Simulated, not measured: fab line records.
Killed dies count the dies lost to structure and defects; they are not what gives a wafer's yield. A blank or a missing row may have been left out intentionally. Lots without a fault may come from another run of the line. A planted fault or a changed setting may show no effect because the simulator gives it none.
fab line records    flow nand-harc
[record] lots = 11  wafers = 33  last-day = 33
route steps=1302 shown P_STI@89 P_GATE@144
lots untouched by any fault: they come from a run of this same line in which no faults occurred
start-h: hours from the record's first day to the start of the lot's first wafer shown    wait-h: hours from the lot's prior step to this one    " same as the row above    L1.1+2: one row covering several wafers at once    - either no value or no given start    * or withheld: withheld    < > ~ a bound
route shown NAME@n: a module of which the file shows steps, and the number in the route of the first    usual: the fault-free wafers' mean and standard deviation    same: alike in all rows    chamber/n: place in a boat    sites: the reading at each site    _std_site: standard deviation of those values    _edge_site: mean of outer sites minus mean of inner sites    radius-mm: for every site, how far away it sits from the centre of the wafer    mask NAME#n: copy n    behind: the last tool/chamber to shape the wafer    hold: why the lot was held/for how many hours/how that ended    device: transistor that didn't switch, given as n, p or np    end of line: at the end of the route, the tests of the same wafers    a step given without rows: its recipe and nothing more    killed: dies that structure and defects cost at the first sort, which is not the same as the wafer's yield    map: a wafer's dies, marking killed ones x, the rest . and places with no die _
set.NAME: setting as actually run; set.NAME@STEP: the setting as run at that earlier step    model.NAME: the simulator's own value behind a step, which no gauge read
a sample of lots followed through the steps of the route, with each step as a table and each wafer as a row
services: a tool's chamber out of use, with start hour (start-h, from the record's first day; less than 0 if before it), hours out, and reason
[[steps]]
[step NHARC_P_STI_ETCH_31]
[recipe] target-depth-a = 1089  time-s = 54.5  cf4-flow-sccm = 100  chf3-flow-sccm = 30  ar-flow-sccm = 0  rf-w = 500  bias-w = 200  chemistry = CF4/CHF3
[usual] cf4-flow-sccm = 100.0/0.31  chamber-pressure-mTorr = 24.999/0.021  drypump-motor-current-A = 5.8/0.39  oes-product-au = 0.959/0.022  rf-vpp-V = 370.9/1.9  showerhead-plenum-p-Torr = 1.58/0.049  throttle-valve-pct = 16.803/0.0083
lot.wafer  tool         chamber  start-h  wait-h  cf4-flow-sccm  chamber-pressure-mTorr  drypump-motor-current-A  oes-product-au  rf-hours-counter-h  rf-vpp-V  showerhead-plenum-p-Torr  throttle-valve-pct
L759.3     rie-diel-07  0        -        -       100.3          25.028                  5.5                      0.991           8                   372.4     1.62                      16.788
L759.2     "            2        "        "       100.1          25.006                  6.6                      0.973           8                   370.7     1.59                      16.816
L759.4     "            3        "        "       100.2          24.995                  5.9                      0.962           8                   371.6     1.60                      16.794
L761.1     rie-diel-10  2        -        -       99.5           25.005                  5.5                      0.986           6                   371.4     1.55                      16.797
L761.5     "            0        "        "       99.8           24.997                  5.9                      0.960           -                   370.7     1.60                      16.815
L761.6     "            1        "        "       100.5          25.005                  5.4                      0.982           -                   366.5     1.48                      16.810
L763.2     rie-diel-07  0        -        -       99.9           24.960                  5.5                      0.999           12                  371.7     1.62                      16.808
L763.4     "            1        "        "       99.6           25.016                  5.4                      0.984           13                  371.6     1.60                      16.801
L763.5     "            3        "        "       99.7           25.005                  5.9                      0.950           -                   371.1     1.60                      16.803
L765.3     rie-diel-10  1        -        -       100.0          24.990                  5.4                      0.956           2                   367.8     1.48                      16.805
L765.4     "            2        "        "       99.9           24.968                  5.5                      0.975           2                   368.9     1.55                      16.806
L765.6     "            1        "        "       100.0          24.987                  5.4                      0.975           -                   367.0     1.48                      16.819
L767.4     rie-diel-10  1        -        -       100.0          24.971                  5.4                      0.927           3                   367.2     1.48                      16.809
L767.1     "            3        "        "       100.4          25.035                  5.9                      0.935           2                   372.2     1.62                      16.802
L767.5     "            0        "        "       99.5           25.011                  5.9                      0.926           -                   371.2     1.60                      16.801
L775.1     rie-diel-07  1        -        -       99.9           25.013                  5.4                      0.944           6                   370.9     1.60                      16.803
L775.3     "            2        "        "       100.3          25.022                  6.6                      0.932           7                   371.4     1.59                      16.808
L775.4     "            0        "        "       100.8          24.970                  5.5                      0.952           7                   372.4     1.62                      16.800
L776.3     rie-diel-07  3        -        -       99.9           25.009                  5.9                      0.956           7                   371.2     1.60                      16.809
L776.1     "            0        "        "       99.6           25.012                  5.5                      0.994           7                   371.8     1.62                      16.788
L776.5     "            2        "        "       100.3          24.992                  6.6                      0.963           -                   371.8     1.59                      16.799
L778.3     rie-diel-10  2        -        -       99.9           24.967                  5.5                      0.968           9                   369.4     1.55                      16.818
L778.1     "            3        "        "       100.0          24.997                  5.9                      0.986           6                   374.0     1.62                      16.788
L778.5     "            2        "        "       99.4           25.025                  5.5                      0.968           -                   369.6     1.55                      16.803
L779.4     rie-diel-07  0        -        -       99.8           24.994                  5.5                      0.926           11                  374.4     1.62                      16.802
L779.1     "            2        "        "       99.6           25.001                  6.6                      0.920           11                  370.5     1.59                      16.797
L779.5     "            3        "        "       100.0          25.055                  5.9                      0.912           -                   372.7     1.60                      16.810
L781.1     rie-diel-10  2        -        -       99.9           25.033                  5.5                      0.969           1                   369.1     1.55                      16.799
L781.3     "            3        "        "       99.6           25.011                  5.9                      0.973           1                   371.9     1.62                      16.792
L781.2     "            0        "        "       100.3          25.038                  5.9                      0.951           0                   370.6     1.60                      16.801
L782.1     rie-diel-07  1        -        -       99.5           25.002                  5.4                      0.921           13                  372.4     1.59                      16.816
L782.6     "            2        "        "       100.3          25.012                  6.5                      0.911           -                   372.1     1.59                      16.802
L782.5     "            3        "        "       100.1          25.036                  5.9                      0.900           -                   372.9     1.60                      16.801
[step NHARC_P_GATE_DESCUM_31]
[recipe] time-s = 3  o2-flow-sccm = 200  ar-flow-sccm = 0  bias-power-w = 0  chemistry = O2
[usual] chamber-pressure-mTorr = 60.02/0.17  drypump-motor-current-A = 5.6/0.3  oes-product-au = 0.999/0.013  rf-vpp-V = 57.9/0.86  showerhead-plenum-p-Torr = 1.93/0.079  throttle-valve-pct = 11.310/0.0094
lot.wafer  tool         chamber  start-h  wait-h  chamber-pressure-mTorr  drypump-motor-current-A  oes-product-au  rf-hours-counter-h  rf-vpp-V  showerhead-plenum-p-Torr  throttle-valve-pct
L759.2     rie-diel-08  0        100.16   0.1     59.87                   5.7                      0.997           4.6                 57.9      1.98                      11.312
L759.4     "            1        "        "       59.98                   6.0                      1.010           5.4                 57.8      1.88                      11.301
L759.3     "            3        "        "       60.07                   5.7                      0.983           4.8                 58.1      1.80                      11.295
L761.1     rie-diel-06  1        114.43   0.1     59.92                   5.8                      1.005           11.1                59.8      2.06                      11.308
L761.6     "            1        "        "       60.02                   5.8                      1.013           -                   59.2      2.06                      11.318
L761.5     "            2        "        "       59.96                   5.7                      0.988           -                   57.8      1.80                      11.306
L763.4     rie-diel-11  0        138.84   0.1     60.01                   5.6                      0.985           2.4                 57.9      2.02                      11.314
L763.2     "            1        "        "       60.03                   5.0                      1.012           2.1                 57.0      1.88                      11.313
L763.5     "            3        "        "       59.99                   5.5                      1.022           -                   58.1      1.95                      11.304
L765.3     rie-diel-11  1        154.54   0.1     60.03                   5.0                      1.001           2.5                 57.6      1.88                      11.295
L765.4     "            2        "        "       59.97                   5.5                      0.987           1.8                 58.4      2.01                      11.287
L765.6     "            3        "        "       60.03                   5.5                      1.022           -                   59.1      1.95                      11.313
L767.1     rie-diel-06  3        181.77   0.1     60.06                   6.2                      0.990           3.2                 57.7      1.87                      11.306
L767.4     "            1        "        "       59.85                   5.8                      1.002           2.9                 57.9      2.06                      11.314
L767.5     "            3        "        "       60.02                   6.2                      0.997           -                   56.9      1.87                      11.313
L775.3     rie-diel-11  1        253.89   0.1     60.06                   5.0                      0.998           8.4                 56.9      1.87                      11.325
L775.4     "            2        "        "       59.87                   5.4                      0.981           9.0                 57.8      2.01                      11.311
L775.1     "            0        "        "       60.06                   5.7                      0.965           8.1                 58.2      2.01                      11.327
L776.3     rie-diel-11  3        271.99   0.1     61.92                   5.5                      1.019           0.1                 57.5      1.95                      11.316
L776.1     "            1        "        "       60.00                   5.0                      1.012           0.1                 58.2      1.87                      11.316
L776.5     "            2        "        "       60.04                   5.4                      0.999           -                   59.3      2.01                      11.308
L778.3     rie-diel-11  1        285.00   0.1     59.99                   5.0                      1.005           1.3                 58.7      1.87                      11.327
L778.1     "            2        "        "       59.98                   5.5                      1.001           1.3                 56.5      2.01                      11.306
L778.5     "            3        "        "       60.08                   5.4                      1.016           -                   57.3      1.95                      11.306
L779.4     rie-diel-08  3        301.93   0.1     60.01                   5.7                      0.994           4.7                 57.5      1.79                      11.308
L779.1     "            1        "        "       59.96                   6.0                      1.010           4.9                 56.9      1.87                      11.326
L779.5     "            2        "        "       60.08                   5.8                      1.027           -                   58.5      1.94                      11.295
L781.3     rie-diel-11  0        316.83   0.1     60.01                   5.7                      0.990           2.4                 57.9      2.01                      11.316
L781.2     "            1        "        "       59.98                   5.0                      1.012           2.8                 59.2      1.87                      11.321
L781.1     "            2        "        "       59.98                   5.4                      1.006           2.8                 58.6      2.00                      11.315
L782.1     rie-diel-11  2        324.08   0.1     60.04                   5.5                      1.013           2.9                 58.6      2.01                      11.314
L782.6     "            3        "        "       60.01                   5.5                      1.022           -                   58.5      1.95                      11.311
L782.5     "            0        "        "       60.01                   5.7                      0.994           -                   56.6      2.01                      11.309
[step NHARC_P_GATE_ALD_36]
[recipe] target-thk-a = 200  pulse-time-s = 60  ald-cycles = 223  temp-c = 400  material = SiNx
[usual] ald-cycles = 223/0  heater-power-w = 812/71  precursor-pulse-height-rel = 0.999/0.02
lot.wafer  tool        chamber  start-h  wait-h  ald-cycles  heater-power-w  precursor-pulse-height-rel
L759.4     ald-sin-04  1        101.42   -       223         874             0.999
L759.2     "           2        102.48   -       223         846             1.016
L759.3     "           0        104.61   -       223         776             0.997
L761.1     ald-sin-03  1        116.75   -       223         775             0.950
L761.5     "           0        119.98   -       223         687             1.031
L761.6     "           1        121.05   -       223         786             1.001
L763.4     ald-sin-04  1        140.09   -       223         875             1.012
L763.2     "           2        141.16   -       223         851             1.020
L763.5     "           2        145.45   -       223         858             1.020
L765.4     ald-sin-04  1        155.78   -       213         886             1.018
L765.3     "           3        157.88   -       213         903             1.015
L765.6     "           1        159.98   -       213         889             1.016
L767.4     ald-sin-04  3        183.05   -       213         894             1.006
L767.1     "           0        184.10   -       213         800             0.975
L767.5     "           3        187.25   -       213         904             0.989
L775.1     ald-sin-02  1        255.14   -       223         819             1.012
L775.3     "           2        256.20   -       223         903             1.018
L775.4     "           3        257.26   -       223         669             0.962
L776.1     ald-sin-04  0        273.23   -       223         792             0.989
L776.3     "           2        276.04   -       223         868             0.973
L776.5     "           0        277.44   -       223         807             0.982
L778.3     ald-sin-02  0        287.28   -       223         823             1.009
L778.1     "           2        289.36   -       223         937             1.009
L778.5     "           3        290.41   -       223         653             1.010
L779.1     ald-sin-04  1        304.24   -       223         882             0.977
L779.4     "           2        305.29   -       223         860             0.983
L779.5     "           1        308.46   -       223         873             0.988
L781.1     ald-sin-02  3        318.12   -       223         708             1.004
L781.2     "           1        320.28   -       223         802             0.986
L781.3     "           2        321.36   -       223         858             1.019
L782.1     ald-sin-04  3        325.34   -       223         909             0.987
L782.6     "           3        329.61   -       223         891             1.007
L782.5     "           0        330.68   -       223         812             0.999
[step NHARC_P_GATE_STRIP_111]
[recipe] power-w = 1500  temp-c = 110  time-s = 250  chemistry = N2/H2
[usual] drypump-motor-current-A = 5.92/0.23  heater-power-w = 78/6.9
lot.wafer  tool             chamber  start-h  wait-h  drypump-motor-current-A  heater-power-w  rf-hours-counter-h
L759.2     plasma-asher-01  0        112.39   0.2     5.88                     79              24
L759.4     "                0        "        "       5.92                     80              -
L759.3     "                1        "        "       5.60                     96              -
L761.1     plasma-asher-02  0        126.89   0.2     6.19                     75              9
L761.6     "                1        "        "       5.75                     79              -
L761.5     "                0        "        "       6.18                     73              -
L763.2     plasma-asher-02  0        151.35   0.2     6.19                     72              13
L763.4     "                1        "        "       5.75                     77              -
L763.5     "                0        "        "       6.18                     75              -
L765.4     plasma-asher-02  1        167.11   0.5     5.74                     76              -
L765.3     "                0        "        "       6.19                     74              -
L765.6     "                1        "        "       5.74                     77              -
L767.1     plasma-asher-02  1        194.07   0.2     5.73                     80              25
L767.4     "                1        "        "       5.74                     76              -
L767.5     "                1        "        "       5.73                     79              -
L775.1     plasma-asher-02  0        266.21   0.2     6.19                     73              6
L775.4     "                0        "        "       6.17                     72              -
L775.3     "                1        "        "       5.74                     81              -
L776.1     plasma-asher-02  1        286.37   0.2     5.73                     80              10
L776.3     "                1        "        "       5.72                     79              -
L776.5     "                0        "        "       6.18                     73              -
L778.1     plasma-asher-01  1        297.26   0.2     5.59                     95              23
L778.3     "                0        "        "       5.88                     82              -
L778.5     "                1        "        "       5.59                     98              -
L779.1     plasma-asher-02  1        314.30   0.3     5.75                     80              15
L779.4     "                0        "        "       6.18                     71              -
L779.5     "                1        "        "       5.75                     79              -
L781.2     plasma-asher-02  1        329.19   0.2     5.75                     80              17
L781.1     "                0        "        "       6.18                     73              17
L781.3     "                0        "        "       6.18                     72              -
L782.1     plasma-asher-02  1        336.40   0.2     5.73                     80              19
L782.6     "                0        "        "       6.19                     74              -
L782.5     "                1        "        "       5.76                     79              -
[[services]]
tool             chamber  start-h  hours  kind
ald-sin-04       -        51.66    0.8    repair
rie-diel-11      0        62.21    4.4    repair
rie-diel-10      -        65.50    9.0    pm
plasma-asher-02  -        72.13    9.0    pm
ald-sin-04       -        77.50    10.0   pm
rie-diel-11      -        78.58    9.0    pm
ald-sin-04       -        89.68    0.3    repair
ald-sin-04       -        112.84   0.6    repair
rie-diel-07      -        117.26   9.0    pm
ald-sin-04       0        134.84   3.5    repair
ald-sin-04       2        166.21   8.1    repair
rie-diel-10      3        202.06   25.8   repair
rie-diel-10      -        216.66   1.6    repair
ald-sin-04       -        234.03   0.9    repair
rie-diel-07      3        242.33   4.4    repair
rie-diel-10      -        242.50   9.0    pm
plasma-asher-02  -        249.13   9.0    pm
ald-sin-04       -        255.50   10.0   pm
rie-diel-11      -        255.58   9.0    pm
ald-sin-04       3        268.69   6.5    repair
ald-sin-04       1        283.73   4.4    repair
rie-diel-10      1        290.51   6.6    repair
rie-diel-07      -        294.26   9.0    pm
rie-diel-07      2        333.61   8.0    repair
[[key]]
[first-sign] step = NHARC_P_GATE_ALD_36  reading = ald-cycles  direction = down  sigmas = 99+  usual = 223  struck = 213
effect none on later readings
met-at NHARC_P_GATE_ALD_36
struck-lots L765,L767
tester-left-out L765,L767
not-acting-at NHARC_P_STI_ETCH_31,NHARC_P_GATE_DESCUM_31,NHARC_P_GATE_STRIP_111
onset-between 140.09 155.78
[fault] kind = process-parameter-drift  tool = ald-sin-04  chamber = -  onset-h = 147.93  steps = NHARC_P_GATE_ALD_36  channel = ald-cycles  offset = -10  shape = step  end-h = 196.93  stated = 223
// tester-left-out: of these lots the tester's yield and bins aren't shown, on N5 and GAA mostly nor the transistor test; their killed dies are dies lost to structure and defects alone, not to doping, threshold or leakage, so they don't give the yield
